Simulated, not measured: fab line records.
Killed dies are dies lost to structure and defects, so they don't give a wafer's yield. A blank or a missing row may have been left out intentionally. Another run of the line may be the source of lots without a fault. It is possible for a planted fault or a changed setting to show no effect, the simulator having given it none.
Chamber matching -- flow nand_harc -- NHARC_P_CONTACT_DEP_30 on pecvd-01: 3 sister chambers
The step deposits SiNx, target thk 30 nm. 20 wafers are shown with their chamber, then 10 later ones without.

== WAFERS PAIRED WITH THEIR CHAMBERS ==
wafer,chamber,heater_power_w (W)
L074.2,2,660
L074.3,1,679
L074.5,2,679
L078.1,2,663
L078.3,0,714
L078.5,0,714
L080.4,0,772
L080.5,0,762
L080.6,1,694
L084.3,0,670
L084.4,2,662
L084.6,1,678
L083.1,2,701
L083.2,0,618
L083.6,2,722
L085.2,2,625
L085.3,1,781
L085.6,2,623
L089.1,0,776
L089.3,2,686

SIGNATURES, as means of the wafers listed above
reading,chamber 0,chamber 1,chamber 2,scatter within a chamber
heater_power_w,718.00,708.00,669.00,46.2
Rule: a wafer's distance from a chamber is the root of the sum, over the readings, of the square of ((its reading less the chamber's mean) divided by the reading's scatter). If the next closest chamber is less than 2 further off than the closest, the wafer can't be placed; otherwise it belongs to the closest. How the scatter is found: for the shown wafers, subtract from each reading the mean of its chamber, square and add these, divide the total by (wafers less chambers), then take the root.

== WAFERS WHOSE CHAMBER IS MISSING ==
wafer,heater_power_w (W)
L089.4,768
L091.4,759
L091.5,769
L091.6,620
L090.3,741
L090.5,730
L090.6,688
L094.4,712
L094.5,610
L094.6,730

== CHAMBER TAKEN BY EACH ==
wafer,from the rows above,in truth
L089.4,can't be placed: 0 or 1 or 2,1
L091.4,can't be placed: 0 or 1 or 2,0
L091.5,can't be placed: 0 or 1 or 2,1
L091.6,can't be placed: 2 or 1 or 0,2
L090.3,can't be placed: 0 or 1 or 2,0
L090.5,can't be placed: 0 or 1 or 2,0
L090.6,can't be placed: 2 or 1 or 0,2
L094.4,can't be placed: 1 or 0 or 2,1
L094.5,can't be placed: 2 or 1 or 0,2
L094.6,can't be placed: 0 or 1 or 2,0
0 of 10 placed correctly. Cannot be placed on the basis of these rows: 10; the candidates contain the true chamber in 10. Wrongly placed: 0.
